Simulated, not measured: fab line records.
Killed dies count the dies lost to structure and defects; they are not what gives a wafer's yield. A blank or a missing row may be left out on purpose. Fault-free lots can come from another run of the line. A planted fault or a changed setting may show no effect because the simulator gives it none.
fab line records    flow nand-harc    part 2 of 2: steps 30 to 37 of 37
record: lots: 5  wafers: 15  last-day: 31
route steps=1302 shown P_BONDPAD@372 A_START@389 A_ZERO_WELL@390
lots that met no fault: from a run of the same line without faults
start-h: hours from the record's opening day to when the first of the lot's shown wafers began    wait-h: hours elapsed since this lot's preceding step    " the same as in the row above    L1.1+2: a single row standing in for several wafers    - no value, or no start given    * or withheld: withheld    < > ~ a bound
route shown NAME@n: a module of which the file shows steps, and the number in the route of the first    usual: mean/standard deviation of fault-free wafers    same: alike in all rows    chamber/n: place in a boat    sites: each site's reading    _std_site: how widely they spread, as a standard deviation    _edge_site: inner sites' mean taken away from outer sites' mean    radius-mm: how far each site lies from the wafer's centre    mask NAME#n: copy n    behind: tool/chamber where the wafer was last shaped    hold: the reason the lot was held/the length of the hold in hours/how it ended    device: names the non-switching transistor (n, p or np)    end of line: at the end of the route, the tests of the same wafers    a step given without rows: its recipe and nothing more    killed: dies lost to structure and defects at the first sort, not the wafer's yield    map: dies across one wafer; x = killed, . = not, _ = none there
set.NAME: the setting the step ran with; set.NAME@STEP: the setting that earlier step ran with    model.NAME: the simulator's own value behind a step, which no gauge read
certain route steps with their lots: each step a table, each wafer a row
services: from which hour (start-h, from the record's first day; less than 0 if before it) a tool's chamber was out of use, for how many hours, and why
== steps ==
step: NHARC_A_ZERO_WELL_DESCUM_12
recipe: time-s: 3  o2-flow-sccm: 200  ar-flow-sccm: 0  bias-power-w: 0  chemistry: O2
usual: drypump-motor-current-A: 5.9/0.49  oes-product-au: 1.000/0.0072  rf-vpp-V: 57.6/0.94  showerhead-plenum-p-Torr: 1.92/0.078  throttle-valve-pct: 11.311/0.0093
same: bias-power-w: 0  time-s: 3
lot.wafer  tool         chamber  start-h  wait-h  drypump-motor-current-A  oes-product-au  rf-hours-counter-h  rf-vpp-V  showerhead-plenum-p-Torr  throttle-valve-pct
L076.3     rie-diel-07  3        155.32   -       6.5                      0.996           1                   57.4      1.89                      11.314
L076.1     "            2        "        "       5.0                      0.998           0                   57.7      1.93                      11.314
L076.6     "            0        "        "       6.2                      0.987           -                   56.1      1.83                      11.319
L082.4     rie-diel-07  3        214.13   -       6.5                      0.999           2                   57.1      1.89                      11.317
L082.2     "            1        "        "       5.7                      1.011           2                   56.9      2.02                      11.307
L082.5     "            3        "        "       6.5                      0.994           -                   56.4      1.89                      11.311
L085.4     rie-diel-08  3        246.00   -       5.8                      1.008           9                   58.3      2.02                      11.317
L085.5     "            3        "        "       5.8                      1.009           -                   56.4      2.02                      11.297
L085.6     "            0        "        "       6.0                      1.002           -                   57.8      1.99                      11.330
L090.2     rie-diel-09  1        300.47   -       4.7                      1.006           47                  57.7      1.94                      11.318
L090.1     "            0        "        "       6.0                      1.010           39                  57.7      1.80                      11.308
L090.5     "            2        "        "       6.1                      0.997           -                   57.0      1.77                      11.311
L091.2     rie-diel-07  1        314.33   -       5.8                      1.006           0                   58.0      2.02                      11.303
L091.1     "            0        "        "       6.2                      1.002           0                   56.9      1.83                      11.302
L091.5     "            1        "        "       5.8                      1.000           -                   58.9      2.02                      11.308
step: NHARC_A_ZERO_WELL_ETCH_19
recipe: target-depth-a: 800  overetch-a: 240  time-s: 87.88  ion-energy-ev: 200  n2-flow-sccm: 150  h2-flow-sccm: 150  ar-flow-sccm: 0  rf-w: 400  bias-w: 150  chemistry: N2/H2
usual: drypump-motor-current-A: 5.9/0.5  oes-product-au: 0.999/0.007  rf-vpp-V: 430.7/2.5  showerhead-plenum-p-Torr: 2.05/0.085  throttle-valve-pct: 14.172/0.0096
same: time-s: 87.88
lot.wafer  tool         chamber  start-h  wait-h  drypump-motor-current-A  oes-product-au  rf-hours-counter-h  rf-vpp-V  showerhead-plenum-p-Torr  throttle-valve-pct
L076.3     rie-diel-07  3        155.40   0.1     6.5                      0.992           1                   431.1     2.02                      14.180
L076.1     "            1        "        "       5.8                      0.999           0                   433.5     2.16                      14.180
L076.6     "            3        "        "       6.5                      0.989           -                   431.4     2.02                      14.200
L082.2     rie-diel-07  0        214.23   0.1     6.1                      1.006           2                   429.4     1.95                      14.173
L082.4     "            1        "        "       5.7                      1.005           2                   435.3     2.16                      14.163
L082.5     "            2        "        "       5.1                      1.004           -                   430.3     2.05                      14.166
L085.4     rie-diel-08  0        246.08   0.1     6.0                      0.996           9                   433.0     2.12                      14.166
L085.5     "            0        "        "       6.0                      0.982           -                   433.5     2.12                      14.161
L085.6     "            1        "        "       6.1                      0.994           -                   428.4     1.97                      14.166
L090.1     rie-diel-09  0        300.57   0.1     6.0                      1.004           39                  428.2     1.92                      14.192
L090.2     "            1        "        "       4.7                      0.999           47                  431.5     2.07                      14.178
L090.5     "            2        "        "       6.1                      1.008           -                   426.4     1.88                      14.156
L091.2     rie-diel-07  0        314.41   0.1     6.2                      1.003           0                   427.4     1.94                      14.167
L091.1     "            2        "        "       5.1                      0.996           0                   431.6     2.05                      14.157
L091.5     "            0        "        "       6.2                      1.001           -                   428.3     1.94                      14.158
step: NHARC_A_ZERO_WELL_ETCH_13
recipe: target-depth-a: 1200  time-s: 40.1  hbr-flow-sccm: 150  cl2-flow-sccm: 50  rf-w: 400  icp-w: 400  bias-w: 100  chemistry: HBr/Cl2
usual: drypump-motor-current-A: 5.7/0.47  oes-product-au: 0.997/0.0073  throttle-valve-pct: 26.405/0.0085
same: time-s: 40.1
lot.wafer  tool       chamber  start-h  wait-h  drypump-motor-current-A  oes-product-au  rf-hours-counter-h  throttle-valve-pct
L076.3     rie-si-06  3        155.53   -       6.0                      0.997           0.37                26.398
L076.1     "          0        "        "       5.6                      0.982           0.37                26.401
L076.6     "          2        "        "       6.0                      0.999           -                   26.412
L082.2     rie-si-06  0        214.35   -       5.6                      1.009           0.78                26.402
L082.4     "          3        "        "       6.0                      1.009           -                   26.404
L082.5     "          0        "        "       5.6                      1.001           -                   26.407
L085.4     rie-si-01  1        246.22   -       6.0                      1.008           0.33                26.404
L085.6     "          0        "        "       5.9                      1.004           -                   26.402
L085.5     "          1        "        "       6.0                      1.001           -                   26.418
L090.1     rie-si-06  1        300.67   -       5.6                      0.997           0.31                26.395
L090.2     "          3        "        "       6.0                      0.995           0.37                26.401
L090.5     "          3        "        "       6.0                      1.003           -                   26.415
L091.1     rie-si-06  1        314.53   -       5.6                      0.986           0.38                26.423
L091.2     "          3        "        "       6.0                      0.996           0.45                26.410
L091.5     "          3        "        "       6.0                      0.997           -                   26.403
step: NHARC_A_ZERO_WELL_STRIP_14
recipe: time-s: 900  temp-c: 130  chemistry: SPM
usual: bath-heat-duty-pct: 15.2/1.4
same: time-s: 900
lot.wafer  tool          chamber  start-h  wait-h  bath-heat-duty-pct
L076.6     wet-bench-07  0        155.71   -       15.8
L076.1     "             1        "        "       19.2
L076.3     "             2        "        "       15.4
L082.4     wet-bench-05  3        214.51   -       15.0
L082.5     "             4        "        "       14.1
L082.2     "             0        "        "       14.5
L085.5     wet-bench-03  5        246.36   -       15.9
L085.4     "             1        "        "       14.9
L085.6     "             2        "        "       11.5
L090.5     wet-bench-05  2        300.90   -       14.2
L090.2     "             4        "        "       13.9
L090.1     "             5        "        "       14.7
L091.5     wet-bench-05  7        314.76   -       15.8
L091.1     "             0        "        "       15.8
L091.2     "             1        "        "       16.0
step: NHARC_A_ZERO_WELL_IMPLANT_15
recipe: energy-kev: 150  dose-cm2: 1e+13  tilt-deg: 7
usual: tilt-deg: 6.998/0.017
lot.wafer  tool          chamber  start-h  wait-h  tilt-deg
L076.1     implanter-01  0        156.60   0.6     6.997
L076.3     "             0        "        "       7.015
L076.6     "             0        "        "       6.998
L082.2     implanter-02  0        214.94   0.1     7.008
L082.4     "             0        "        "       6.981
L082.5     "             0        "        "       7.014
L085.4     implanter-01  0        246.87   0.1     7.023
L085.5     "             0        "        "       7.007
L085.6     "             0        "        "       7.006
L090.1     implanter-01  0        301.31   0.1     6.991
L090.2     "             0        "        "       7.007
L090.5     "             0        "        "       7.032
L091.1     implanter-02  0        315.16   0.1     6.992
L091.2     "             0        "        "       6.971
L091.5     "             0        "        "       7.008
step: NHARC_A_ZERO_WELL_PRECLEAN_22
recipe: time-s: 60  temp-c: 50  bath-age-min: 0  chemistry: SC1
usual: bath-heat-duty-pct: 7.2/0.91  diw-flow-mL-min: 1415/4.3
same: time-s: 60
lot.wafer  tool          chamber  start-h  wait-h  bath-heat-duty-pct  diw-flow-mL-min
L076.1     wet-bench-07  0        156.83   0.2     8.1                 1416
L076.6     "             1        "        "       8.3                 1417
L076.3     "             3        "        "       7.7                 1416
L082.2     wet-bench-07  5        215.12   0.2     7.9                 1418
L082.5     "             6        "        "       6.9                 1417
L082.4     "             0        "        "       7.8                 1411
L085.4     wet-bench-05  6        246.99   0.1     7.2                 1421
L085.6     "             0        "        "       7.4                 1422
L085.5     "             1        "        "       7.2                 1410
L090.1     wet-bench-07  5        301.52   0.2     7.5                 1412
L090.5     "             0        "        "       8.8                 1413
L090.2     "             2        "        "       7.0                 1421
L091.2     wet-bench-05  1        315.38   0.2     7.2                 1414
L091.1     "             2        "        "       8.1                 1409
L091.5     "             4        "        "       7.2                 1416
step: NHARC_A_ZERO_WELL_SRD_23
lot.wafer   tool          chamber  start-h  wait-h
L076.1+6+3  wet-bench-07  0,1,3    -        -
L082.2+5+4  wet-bench-07  5,6,0    -        -
L085.4+6+5  wet-bench-05  6,0,1    -        -
L090.1+5+2  wet-bench-07  5,0,2    -        -
L091.2+1+5  wet-bench-05  1,2,4    -        -
step: NHARC_A_ZERO_WELL_RTA_16
recipe: temp-c: 1000  time-s: 10
usual: lamp-power-pct: 30.2/1.3  wafer_temp_C_max: 1006.8/1.4
same: time-s: 10
lot.wafer  tool           chamber  start-h  wait-h  lamp-power-pct  wafer_temp_C_max
L076.1     rtp-anneal-01  0        156.95   -       31.8            1008.2
L076.3     "              0        "        "       31.8            1008.0
L076.6     "              0        "        "       31.8            1006.5
L082.2     rtp-anneal-02  0        215.29   -       29.1            1005.7
L082.4     "              0        "        "       29.1            1005.1
L082.5     "              0        "        "       29.1            1005.1
L085.4     rtp-anneal-01  0        247.21   -       31.8            1006.6
L085.5     "              0        "        "       31.8            1007.1
L085.6     "              0        "        "       31.8            1006.5
L090.1     rtp-anneal-01  0        301.65   -       31.8            1007.3
L090.2     "              0        "        "       31.8            1009.4
L090.5     "              0        "        "       31.7            1008.4
L091.1     rtp-anneal-01  0        315.51   -       31.7            1006.4
L091.2     "              0        "        "       31.8            1006.0
L091.5     "              0        "        "       31.8            1009.3
== services ==
tool            chamber  start-h  hours  kind
wet-bench-10    -        135.20   8.0    pm
rie-diel-12     3        155.98   4.1    repair
pvd-sputter-01  -        159.21   14.6   repair
pvd-sputter-03  -        159.56   3.2    repair
wet-bench-07    -        160.00   8.0    pm
rie-diel-11     -        160.03   1.8    repair
rie-diel-12     0        161.09   21.0   repair
pvd-sputter-03  -        176.46   10.0   pm
pvd-sputter-01  -        178.68   1.8    repair
rie-si-06       2        181.71   151.0  repair
ecd-cu-02       -        201.17   0.4    repair
rie-diel-12     1        201.23   7.6    repair
pvd-sputter-01  -        226.00   10.0   pm
litho-track-02  -        227.00   7.0    pm
rie-diel-07     1        242.46   23.0   repair
rie-diel-07     3        256.23   2.3    repair
wet-bench-05    -        260.80   8.0    pm
pvd-sputter-03  -        264.44   3.5    repair
litho-track-03  -        275.00   7.0    pm
rie-diel-07     -        294.20   9.0    pm
wet-bench-08    -        296.41   8.0    pm
litho-track-05  -        299.00   7.0    pm
pvd-sputter-03  -        304.58   1.9    repair
wet-bench-10    -        311.20   8.0    pm
